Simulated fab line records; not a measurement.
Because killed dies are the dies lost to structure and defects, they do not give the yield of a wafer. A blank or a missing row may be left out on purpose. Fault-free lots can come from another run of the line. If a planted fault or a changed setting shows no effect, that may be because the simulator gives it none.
Commonality check across tools    flow nand_harc    3 lots, 9 wafers sampled

== WHY THIS WAS OPENED ==
Flagged at NHARC_END_SORT_01: reading killed_at_periphery, on 3 of 3 lots. No-fault wafers: 2.9, standard deviation 2.2.
Rule: a lot is flagged in two cases, either no wafer of it has a number, or all its wafers with numbers fall more than 4 standard deviations from that mean. The other lots count as sound.

lot   measured      on         killed_at_periphery, wafer by wafer  flag
L531  day 21 12:56  prober-01  84 56 69                             FLAGGED
L534  day 21 20:40  prober-02  59 60 50                             FLAGGED
L536  day 22 03:39  prober-02  62 55 57                             FLAGGED
On average the flagged lots' numbers are 61.3, which is +58.4 against the usual, or +27 standard deviations.

== WHICH TOOL EACH LOT WENT THROUGH ==
Before the reading, the record contains 3 process steps out of a 1159-step route. Cell contents, in order: the tool; ch with the chambers the sampled wafers went through; the start.
lot   flag     NHARC_P_STI_ETCH_31                NHARC_THIN_TSV_STRIP_62               NHARC_THIN_TSV_PVD_51
L531  FLAGGED  rie_diel-05 ch 0,2,3, day 4 05:22  plasma_asher-02 ch 0,1, day 20 20:28  pvd_sputter-01, day 21 12:56 or earlier
L534  FLAGGED  rie_diel-05 ch 1,3, day 5 02:06    plasma_asher-02 ch 0,1, day 21 02:58  pvd_sputter-03, day 21 20:40 or earlier
L536  FLAGGED  rie_diel-05 ch 1,3, day 5 11:51    plasma_asher-02 ch 0,1, day 21 05:14  pvd_sputter-03, day 22 03:39 or earlier
What these steps do:
- NHARC_P_STI_ETCH_31: etches the open film in CF4/CHF3, target depth 108.9 nm, time 54.5 s.
- NHARC_THIN_TSV_STRIP_62: strips in N2/H2, time 20 s.
- NHARC_THIN_TSV_PVD_51: deposits Cu, target thk 100 nm.
- NHARC_END_SORT_01

== FLAGGED AGAINST TOTAL, ONE TOOL AT A TIME (gauges that did the reading follow at the end) ==
step                     tool             lots run  flagged  share of the flagged lots  sound lots run after its first flagged lot
NHARC_P_STI_ETCH_31      rie_diel-05      3         3        all                        0
NHARC_THIN_TSV_STRIP_62  plasma_asher-02  3         3        all                        0
NHARC_THIN_TSV_PVD_51    pvd_sputter-01   1         1        some                       0
NHARC_THIN_TSV_PVD_51    pvd_sputter-03   2         2        some                       0
NHARC_END_SORT_01        prober-01        1         1        some                       0
NHARC_END_SORT_01        prober-02        2         2        some                       0
Because NHARC_THIN_TSV_PVD_51 lacks a start for some lots, the hours and order of its lots are taken from NHARC_END_SORT_01.

== THE TABLE: WHAT IT ALLOWS ==
rie_diel-05 at NHARC_P_STI_ETCH_31 and plasma_asher-02 at NHARC_THIN_TSV_STRIP_62 are the 2 rows of the table that ran each flagged lot.
- rie_diel-05 at NHARC_P_STI_ETCH_31: 3 of its 3 lots flagged. Because this sample shows no sound lot run on it before its first flagged lot, the start cannot be pinned down more closely.
- plasma_asher-02 at NHARC_THIN_TSV_STRIP_62: 3 of its 3 lots flagged. Because this sample shows no sound lot run on it before its first flagged lot, the start cannot be pinned down more closely.
These 2 tools cannot be told apart by counting lots, since each of them fits a fault that started at some hour. More lots, or a look at what each step does to the wafer, might.

== WHAT THE SIMULATOR PUT IN ==
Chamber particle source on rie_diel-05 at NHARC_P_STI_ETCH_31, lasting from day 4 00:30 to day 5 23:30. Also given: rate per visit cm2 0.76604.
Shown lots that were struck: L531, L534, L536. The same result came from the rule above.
